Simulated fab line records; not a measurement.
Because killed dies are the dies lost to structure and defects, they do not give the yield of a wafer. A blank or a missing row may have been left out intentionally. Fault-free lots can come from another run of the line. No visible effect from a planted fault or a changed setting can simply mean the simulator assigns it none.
Code-filled problem report in 8D (eight disciplines) form | flow n5 finfet | the parts of the form that need people (team, actions taken, sign-off) are left out

1. WHAT WENT WRONG
bias w at N5_BEOL_M4_TRENCH_ETCH_37 reads a mean of 199.0 W on 1 wafer of 1 lot; wafers without a fault read 185.1 W with a standard deviation of 0.55. That puts it +25 standard deviations away from the usual mean.
The step: etches SiOC in C4F6/O2, target depth 55.555 nm, time 29.2 s.
Earliest sighting: wafer L435.2 on rie diel-04 at day 11 21:30. Wafers with a number at this step in the record: 27, from 9 lots. Rule for "out" (also "out of limits"): further than 4 standard deviations from the usual mean. All remaining wafers that have a number are taken as sound.

2. WHAT IT IS; WHAT IT IS NOT
question                    | is                | is not
which readings at this step | bias w, rf vpp V  | chamber pressure mTorr, drypump motor current A, oes_ar_750_au, oes product au, showerhead plenum p Torr, throttle valve pct
which lots                  | L435              | L419, L423, L424, L425, L426, L427, L429, L441
which wafers of those lots  | L435.2            | L435.1, L435.3
read on which tools         | rie diel-04       | rie diel-05, rie diel-06
when                        | from day 11 21:30 | up to then (23 sound wafers); but 3 sound wafers of L441 came after

3. THE SUSPECTS, EACH WITH WHAT RULES IT OUT
Counting: any tool at a process step up to the reading remains a suspect provided it ran every lot that is out. Sound lots after the first of them don't rule it out here, since some wafers of a struck lot are sound.
- rie diel-05 at N5_BEOL_M4_STRIP_19 (strips in O2): kept. It processed L435, the lot that is out, at day 11 11:40, and its most recent sound lot before then was L419 at day 7 22:46.
- rie diel-04 at N5_BEOL_M4_TRENCH_ETCH_37 (etches SiOC in C4F6/O2, target depth 55.555 nm, time 29.2 s): kept. It processed L435, the lot that is out, at day 11 21:30, and its most recent sound lot before then was L427 at day 10 02:22. On those wafers its own readings are out: bias w, rf vpp V.
- rie diel-05, N5_BEOL_M4_STRIP_19: wafers that are out in chamber 3, sound lot-mates in chambers 0, 2.
- rie diel-04, N5_BEOL_M4_TRENCH_ETCH_37: wafers that are out in chamber 3, sound lot-mates in chambers 0, 1.
What counting leaves: rie diel-05 at N5_BEOL_M4_STRIP_19 and rie diel-04 at N5_BEOL_M4_TRENCH_ETCH_37.

4. THE CAUSE (what the simulator had put in)
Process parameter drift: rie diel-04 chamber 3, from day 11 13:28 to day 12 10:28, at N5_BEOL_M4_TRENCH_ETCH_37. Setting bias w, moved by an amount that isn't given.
This tool is one of the 2 suspects left after counting.

5. SEQUENCE OF EFFECTS, ordered by route
Rows list readings where the struck wafers' mean (over those with a number) sits beyond 3 standard deviations from the usual. Only readings for which the record gives a usual standard deviation are gone through. hours: the time from each lot's start at the first step in this table that gives one to its start at this step, as a median over the lots. sigmas: the change in usual standard deviations.
hours | step                      | reading  | usual   | on struck wafers | change | sigmas
0     | N5_BEOL_M4_TRENCH_ETCH_37 | bias w   | 185.1 W | 199.0            | +13.9  | +25
0     | N5_BEOL_M4_TRENCH_ETCH_37 | rf vpp V | 669 V   | 709              | +40    | +6.1
Process steps it contains:
- N5_BEOL_M4_TRENCH_ETCH_37: etches SiOC in C4F6/O2, target depth 55.555 nm, time 29.2 s.
Later measuring or inspecting steps at which every struck wafer that the step has a row for has a number for every such reading, and none has moved that far: N5_BEOL_M4_RC_MEAS_101.

6. HOW IT WOULD HAVE BEEN CAUGHT EARLIER
First out-of-limits reading in this record: day 11 21:30, which is 8 hours after fault onset at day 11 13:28.
